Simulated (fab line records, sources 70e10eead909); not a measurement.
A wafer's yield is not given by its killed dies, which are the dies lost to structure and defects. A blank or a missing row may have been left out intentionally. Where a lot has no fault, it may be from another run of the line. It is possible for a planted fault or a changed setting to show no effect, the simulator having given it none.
The tool behind it: which one? || flow nandHarc || 12 lots, 36 wafers sampled, at 4 steps of a route of 1159

WHAT THE GAUGES READ, wafer by wafer
The record holds no reading of a measuring or inspecting step that can be judged against a usual standard deviation.

WHAT TOOL EACH LOT RAN ON (gives the tool, then ch and the chambers of the sampled wafers, and finally the start)
{"lot": "L134", "NHARC_P_STI_ETCH_42": "rieDiel-07 ch 2,3, day 2 19:14", "NHARC_P_GATE_ETCH_32": "rieSi-01 ch 0,3, day 4 20:16", "NHARC_P_GATE_ETCHBACK_37": "rieDiel-03 ch 1,2, day 5 08:34 or earlier", "NHARC_P_GATE_STRIP_111": "plasmaAsher-02 ch 0,1, day 5 08:34"}
{"lot": "L136", "NHARC_P_STI_ETCH_42": "rieDiel-06 ch 0,1,3, day 3 02:23", "NHARC_P_GATE_ETCH_32": "rieSi-02 ch 0,2, day 5 11:01", "NHARC_P_GATE_ETCHBACK_37": "rieDiel-11 ch 1,2,3, day 5 22:37 or earlier", "NHARC_P_GATE_STRIP_111": "plasmaAsher-01 ch 0,1, day 5 22:37"}
{"lot": "L137", "NHARC_P_STI_ETCH_42": "rieDiel-06 ch 0,3, day 3 11:16", "NHARC_P_GATE_ETCH_32": "rieSi-02 ch 2,3, day 5 15:27", "NHARC_P_GATE_ETCHBACK_37": "rieDiel-03 ch 0,1, day 6 03:13 or earlier", "NHARC_P_GATE_STRIP_111": "plasmaAsher-02 ch 0,1, day 6 03:13"}
{"lot": "L138", "NHARC_P_STI_ETCH_42": "rieDiel-01 ch 0,1,2, day 3 18:37", "NHARC_P_GATE_ETCH_32": "rieSi-01 ch 0,3, day 6 01:41", "NHARC_P_GATE_ETCHBACK_37": "rieDiel-11 ch 0,1, day 6 13:27 or earlier", "NHARC_P_GATE_STRIP_111": "plasmaAsher-01 ch 0,1, day 6 13:27"}
{"lot": "L140", "NHARC_P_STI_ETCH_42": "rieDiel-01 ch 2,3, day 4 07:22", "NHARC_P_GATE_ETCH_32": "rieSi-06 ch 1,2,3, day 6 11:05", "NHARC_P_GATE_ETCHBACK_37": "rieDiel-03 ch 0,1, day 6 23:21 or earlier", "NHARC_P_GATE_STRIP_111": "plasmaAsher-01 ch 0,1, day 6 23:21"}
{"lot": "L142", "NHARC_P_STI_ETCH_42": "rieDiel-01 ch 0,2,3, day 4 19:30", "NHARC_P_GATE_ETCH_32": "rieSi-01 ch 1,2, day 7 05:48", "NHARC_P_GATE_ETCHBACK_37": "rieDiel-03 ch 0,1, day 7 17:56 or earlier", "NHARC_P_GATE_STRIP_111": "plasmaAsher-02 ch 0,1, day 7 17:56"}
{"lot": "L144", "NHARC_P_STI_ETCH_42": "rieDiel-07 ch 2,3, day 5 04:57", "NHARC_P_GATE_ETCH_32": "rieSi-01 ch 0,1, day 7 22:47", "NHARC_P_GATE_ETCHBACK_37": "rieDiel-03 ch 0,2,3, day 8 16:11 or earlier", "NHARC_P_GATE_STRIP_111": "plasmaAsher-01 ch 0,1, day 8 16:11"}
{"lot": "L146", "NHARC_P_STI_ETCH_42": "rieDiel-06 ch 0,1,3, day 5 19:46", "NHARC_P_GATE_ETCH_32": "rieSi-01 ch 0,1, day 7 21:55", "NHARC_P_GATE_ETCHBACK_37": "rieDiel-03 ch 0,1, day 8 09:51 or earlier", "NHARC_P_GATE_STRIP_111": "plasmaAsher-01 ch 0,1, day 8 09:51"}
{"lot": "L150", "NHARC_P_STI_ETCH_42": "rieDiel-01 ch 0,3, day 6 17:17", "NHARC_P_GATE_ETCH_32": "rieSi-01 ch 0,1, day 8 22:54", "NHARC_P_GATE_ETCHBACK_37": "rieDiel-11 ch 0,2, day 9 12:08 or earlier", "NHARC_P_GATE_STRIP_111": "plasmaAsher-02 ch 0,1, day 9 12:08"}
{"lot": "L152", "NHARC_P_STI_ETCH_42": "rieDiel-01 ch 0,2,3, day 7 05:10", "NHARC_P_GATE_ETCH_32": "rieSi-02 ch 0,2,3, day 9 09:22", "NHARC_P_GATE_ETCHBACK_37": "rieDiel-04 ch 0,1,3, day 9 21:02 or earlier", "NHARC_P_GATE_STRIP_111": "plasmaAsher-01 ch 0,1, day 9 21:02"}
{"lot": "L154", "NHARC_P_STI_ETCH_42": "rieDiel-01 ch 0,2, day 7 17:10", "NHARC_P_GATE_ETCH_32": "rieSi-06 ch 0,1,2, day 9 21:59", "NHARC_P_GATE_ETCHBACK_37": "rieDiel-04 ch 0,1,2, day 10 09:46 or earlier", "NHARC_P_GATE_STRIP_111": "plasmaAsher-01 ch 0, day 10 09:46"}
{"lot": "L156", "NHARC_P_STI_ETCH_42": "rieDiel-07 ch 0,2,3, day 8 08:31", "NHARC_P_GATE_ETCH_32": "rieSi-01 ch 2,3, day 10 12:17", "NHARC_P_GATE_ETCHBACK_37": "rieDiel-03 ch 0,2, day 11 00:15 or earlier", "NHARC_P_GATE_STRIP_111": "plasmaAsher-02 ch 0,1, day 11 00:15"}
- NHARC_P_STI_ETCH_42: etches the open film in N2/H2, target depth 80 nm, overetch 24 nm, time 61 s.
- NHARC_P_GATE_ETCH_32: etches the open film in HBr/Cl2, target depth 150 nm, time 100.1 s.
- NHARC_P_GATE_ETCHBACK_37: etches the open film in CHF3/O2, target depth 34.5 nm, time 17.2 s.
- NHARC_P_GATE_STRIP_111: strips in N2/H2, time 250 s.

WHAT THE TOOLS THEMSELVES READ (means of the sampled wafers that have a number; where no wafer has one, the mark that the record gives instead)
NHARC_P_STI_ETCH_42.
{"lot": "L134", "tool": "rieDiel-07", "drypumpMotorCurrentA (A)": 5.5, "oesProductAu (a.u.)": 1.007, "rfVppV (V)": 432.8, "showerheadPlenumPTorr (Torr)": 2.08, "throttleValvePct (%)": 14.175}
{"lot": "L136", "tool": "rieDiel-06", "drypumpMotorCurrentA (A)": 5.3, "oesProductAu (a.u.)": 0.991, "rfVppV (V)": 429.6, "showerheadPlenumPTorr (Torr)": 2.02, "throttleValvePct (%)": 14.167}
{"lot": "L137", "tool": "rieDiel-06", "drypumpMotorCurrentA (A)": 5.0, "oesProductAu (a.u.)": 1.009, "rfVppV (V)": 430.7, "showerheadPlenumPTorr (Torr)": 2.06, "throttleValvePct (%)": 14.165}
{"lot": "L138", "tool": "rieDiel-01", "drypumpMotorCurrentA (A)": 5.4, "oesProductAu (a.u.)": 1.006, "rfVppV (V)": 433.6, "showerheadPlenumPTorr (Torr)": 2.15, "throttleValvePct (%)": 14.168}
{"lot": "L140", "tool": "rieDiel-01", "drypumpMotorCurrentA (A)": 5.4, "oesProductAu (a.u.)": 1.005, "rfVppV (V)": 434.4, "showerheadPlenumPTorr (Torr)": 2.16, "throttleValvePct (%)": 14.166}
{"lot": "L142", "tool": "rieDiel-01", "drypumpMotorCurrentA (A)": 5.4, "oesProductAu (a.u.)": 1.005, "rfVppV (V)": 433.6, "showerheadPlenumPTorr (Torr)": 2.16, "throttleValvePct (%)": 14.177}
{"lot": "L144", "tool": "rieDiel-07", "drypumpMotorCurrentA (A)": 5.3, "oesProductAu (a.u.)": 1.011, "rfVppV (V)": 431.8, "showerheadPlenumPTorr (Torr)": 2.11, "throttleValvePct (%)": 14.173}
{"lot": "L146", "tool": "rieDiel-06", "drypumpMotorCurrentA (A)": 5.3, "oesProductAu (a.u.)": 1.005, "rfVppV (V)": 430.1, "showerheadPlenumPTorr (Torr)": 2.02, "throttleValvePct (%)": 14.176}
{"lot": "L150", "tool": "rieDiel-01", "drypumpMotorCurrentA (A)": 5.5, "oesProductAu (a.u.)": 1.006, "rfVppV (V)": 432.1, "showerheadPlenumPTorr (Torr)": 2.15, "throttleValvePct (%)": 14.174}
{"lot": "L152", "tool": "rieDiel-01", "drypumpMotorCurrentA (A)": 5.4, "oesProductAu (a.u.)": 0.950, "rfVppV (V)": 433.6, "showerheadPlenumPTorr (Torr)": 2.16, "throttleValvePct (%)": 14.177}
{"lot": "L154", "tool": "rieDiel-01", "drypumpMotorCurrentA (A)": 5.5, "oesProductAu (a.u.)": 0.909, "rfVppV (V)": 433.9, "showerheadPlenumPTorr (Torr)": 2.20, "throttleValvePct (%)": 14.177}
{"lot": "L156", "tool": "rieDiel-07", "drypumpMotorCurrentA (A)": 5.7, "oesProductAu (a.u.)": 1.000, "rfVppV (V)": 431.5, "showerheadPlenumPTorr (Torr)": 2.08, "throttleValvePct (%)": 14.182}

NHARC_P_GATE_ETCH_32.
{"lot": "L134", "tool": "rieSi-01", "drypumpMotorCurrentA (A)": 5.5, "oesProductAu (a.u.)": 0.996, "throttleValvePct (%)": 26.409}
{"lot": "L136", "tool": "rieSi-02", "drypumpMotorCurrentA (A)": 5.6, "oesProductAu (a.u.)": 0.997, "throttleValvePct (%)": 26.412}
{"lot": "L137", "tool": "rieSi-02", "drypumpMotorCurrentA (A)": 6.2, "oesProductAu (a.u.)": 1.007, "throttleValvePct (%)": 26.409}
{"lot": "L138", "tool": "rieSi-01", "drypumpMotorCurrentA (A)": 5.5, "oesProductAu (a.u.)": 0.988, "throttleValvePct (%)": 26.408}
{"lot": "L140", "tool": "rieSi-06", "drypumpMotorCurrentA (A)": 5.7, "oesProductAu (a.u.)": 1.010, "throttleValvePct (%)": 26.413}
{"lot": "L142", "tool": "rieSi-01", "drypumpMotorCurrentA (A)": 6.1, "oesProductAu (a.u.)": 1.002, "throttleValvePct (%)": 26.409}
{"lot": "L144", "tool": "rieSi-01", "drypumpMotorCurrentA (A)": 5.8, "oesProductAu (a.u.)": 0.994, "throttleValvePct (%)": 26.407}
{"lot": "L146", "tool": "rieSi-01", "drypumpMotorCurrentA (A)": 5.6, "oesProductAu (a.u.)": 0.993, "throttleValvePct (%)": 26.403}
{"lot": "L150", "tool": "rieSi-01", "drypumpMotorCurrentA (A)": 5.8, "oesProductAu (a.u.)": 1.000, "throttleValvePct (%)": 26.405}
{"lot": "L152", "tool": "rieSi-02", "drypumpMotorCurrentA (A)": 5.6, "oesProductAu (a.u.)": 1.004, "throttleValvePct (%)": 26.401}
{"lot": "L154", "tool": "rieSi-06", "drypumpMotorCurrentA (A)": 5.9, "oesProductAu (a.u.)": 0.992, "throttleValvePct (%)": 26.409}
{"lot": "L156", "tool": "rieSi-01", "drypumpMotorCurrentA (A)": 5.8, "oesProductAu (a.u.)": 0.988, "throttleValvePct (%)": 26.408}

NHARC_P_GATE_ETCHBACK_37.
{"lot": "L134", "tool": "rieDiel-03", "drypumpMotorCurrentA (A)": 5.5, "o2FlowSccm (sccm)": 9.992, "oesProductAu (a.u.)": 0.99, "rfVppV (V)": 374.4, "showerheadPlenumPTorr (Torr)": 2.55, "throttleValvePct (%)": 20.572}
{"lot": "L136", "tool": "rieDiel-11", "drypumpMotorCurrentA (A)": 5.8, "o2FlowSccm (sccm)": 10.011, "oesProductAu (a.u.)": 0.99, "rfVppV (V)": 373.4, "showerheadPlenumPTorr (Torr)": 2.52, "throttleValvePct (%)": 20.571}
{"lot": "L137", "tool": "rieDiel-03", "drypumpMotorCurrentA (A)": 5.5, "o2FlowSccm (sccm)": 9.979, "oesProductAu (a.u.)": 0.92, "rfVppV (V)": 370.0, "showerheadPlenumPTorr (Torr)": 2.38, "throttleValvePct (%)": 20.569}
{"lot": "L138", "tool": "rieDiel-11", "drypumpMotorCurrentA (A)": 5.4, "o2FlowSccm (sccm)": 9.977, "oesProductAu (a.u.)": 0.92, "rfVppV (V)": 370.5, "showerheadPlenumPTorr (Torr)": 2.43, "throttleValvePct (%)": 20.580}
{"lot": "L140", "tool": "rieDiel-03", "drypumpMotorCurrentA (A)": 5.5, "o2FlowSccm (sccm)": 9.987, "oesProductAu (a.u.)": 0.92, "rfVppV (V)": 369.1, "showerheadPlenumPTorr (Torr)": 2.38, "throttleValvePct (%)": 20.572}
{"lot": "L142", "tool": "rieDiel-03", "drypumpMotorCurrentA (A)": 5.5, "o2FlowSccm (sccm)": 9.981, "oesProductAu (a.u.)": 0.92, "rfVppV (V)": 372.2, "showerheadPlenumPTorr (Torr)": 2.47, "throttleValvePct (%)": 20.578}
{"lot": "L144", "tool": "rieDiel-03", "drypumpMotorCurrentA (A)": 5.7, "o2FlowSccm (sccm)": 10.018, "oesProductAu (a.u.)": 1.00, "rfVppV (V)": 371.3, "showerheadPlenumPTorr (Torr)": 2.42, "throttleValvePct (%)": 20.568}
{"lot": "L146", "tool": "rieDiel-03", "drypumpMotorCurrentA (A)": 5.5, "o2FlowSccm (sccm)": 10.005, "oesProductAu (a.u.)": 0.91, "rfVppV (V)": 370.0, "showerheadPlenumPTorr (Torr)": 2.38, "throttleValvePct (%)": 20.577}
{"lot": "L150", "tool": "rieDiel-11", "drypumpMotorCurrentA (A)": 5.6, "o2FlowSccm (sccm)": 10.000, "oesProductAu (a.u.)": 1.01, "rfVppV (V)": 372.2, "showerheadPlenumPTorr (Torr)": 2.47, "throttleValvePct (%)": 20.571}
{"lot": "L152", "tool": "rieDiel-04", "drypumpMotorCurrentA (A)": 5.7, "o2FlowSccm (sccm)": 10.011, "oesProductAu (a.u.)": 1.01, "rfVppV (V)": 371.2, "showerheadPlenumPTorr (Torr)": 2.43, "throttleValvePct (%)": 20.572}
{"lot": "L154", "tool": "rieDiel-04", "drypumpMotorCurrentA (A)": 5.5, "o2FlowSccm (sccm)": 9.993, "oesProductAu (a.u.)": 0.93, "rfVppV (V)": 370.8, "showerheadPlenumPTorr (Torr)": 2.40, "throttleValvePct (%)": 20.574}
{"lot": "L156", "tool": "rieDiel-03", "drypumpMotorCurrentA (A)": 5.4, "o2FlowSccm (sccm)": 10.023, "oesProductAu (a.u.)": 1.00, "rfVppV (V)": 370.1, "showerheadPlenumPTorr (Torr)": 2.34, "throttleValvePct (%)": 20.567}

NHARC_P_GATE_STRIP_111.
{"lot": "L134", "tool": "plasmaAsher-02", "drypumpMotorCurrentA (A)": 6.5, "heaterPowerW (W)": 82.0, "rfReflPowerW (W)": 19.5}
{"lot": "L136", "tool": "plasmaAsher-01", "drypumpMotorCurrentA (A)": 5.8, "heaterPowerW (W)": 85.8, "rfReflPowerW (W)": 14.8}
{"lot": "L137", "tool": "plasmaAsher-02", "drypumpMotorCurrentA (A)": 6.2, "heaterPowerW (W)": 82.5, "rfReflPowerW (W)": 17.7}
{"lot": "L138", "tool": "plasmaAsher-01", "drypumpMotorCurrentA (A)": 5.8, "heaterPowerW (W)": 86.7, "rfReflPowerW (W)": 16.7}
{"lot": "L140", "tool": "plasmaAsher-01", "drypumpMotorCurrentA (A)": 5.8, "heaterPowerW (W)": 85.7, "rfReflPowerW (W)": 15.6}
{"lot": "L142", "tool": "plasmaAsher-02", "drypumpMotorCurrentA (A)": 6.4, "heaterPowerW (W)": 82.7, "rfReflPowerW (W)": 19.4}
{"lot": "L144", "tool": "plasmaAsher-01", "drypumpMotorCurrentA (A)": 5.9, "heaterPowerW (W)": 86.2, "rfReflPowerW (W)": 14.7}
{"lot": "L146", "tool": "plasmaAsher-01", "drypumpMotorCurrentA (A)": 5.8, "heaterPowerW (W)": 86.4, "rfReflPowerW (W)": 15.2}
{"lot": "L150", "tool": "plasmaAsher-02", "drypumpMotorCurrentA (A)": 6.2, "heaterPowerW (W)": 81.9, "rfReflPowerW (W)": 18.0}
{"lot": "L152", "tool": "plasmaAsher-01", "drypumpMotorCurrentA (A)": 5.9, "heaterPowerW (W)": 83.9, "rfReflPowerW (W)": 16.9}
{"lot": "L154", "tool": "plasmaAsher-01", "drypumpMotorCurrentA (A)": 5.9, "heaterPowerW (W)": 86.7, "rfReflPowerW (W)": 13.6}
{"lot": "L156", "tool": "plasmaAsher-02", "drypumpMotorCurrentA (A)": 6.1, "heaterPowerW (W)": 81.7, "rfReflPowerW (W)": 17.3}

THE ANSWER, worked out from the rows above alone
Rule: the usual values come from the lots themselves. Put in order of their means at a reading, lots are off if they are a third of the lots or fewer, leave a main group of 4 or more, and stand apart from it by a gap of 3 or more times the standard deviation of the main group's means; of several such gaps the widest counts. If all means in a main group match to the digits the tables above print for the reading, that group is not used. A lot without any number at a reading at which 4 lots or more have one is off too. All remaining lots with rows at the step are treated as sound. The gauges are gone through in route order, then the tools' own readings, and for those a lot's mean is taken as printed above. The first step at which some lot is off is used, and at that step the reading that is off furthest; a lot without a number counts as furthest.
Off: L152, L154 (NHARC_P_STI_ETCH_42, oesProductAu). For the main group the mean is 1.004 a.u. and the standard deviation 0.0053.
A tool fits if, at that step or a process step before it, it ran every lot that is off, and no sound lot after the first of them. One fits: NHARC_P_STI_ETCH_42 on rieDiel-01. A fault onset in the window from L150 (day 6 17:17, its last sound lot) to L152 (day 7 05:10, its first lot off) fits.
On the lots that are off, the tool's own readings at NHARC_P_STI_ETCH_42 differ by more than 5 times the standard deviation of the sound lots' means, which bears it out; oesProductAu reads 0.929 a.u. there versus 1.004 a.u. on the sound lots.

WHAT THE SIMULATOR HAD PUT IN
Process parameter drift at NHARC_P_STI_ETCH_42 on rieDiel-01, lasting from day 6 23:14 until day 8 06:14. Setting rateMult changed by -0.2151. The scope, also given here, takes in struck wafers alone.
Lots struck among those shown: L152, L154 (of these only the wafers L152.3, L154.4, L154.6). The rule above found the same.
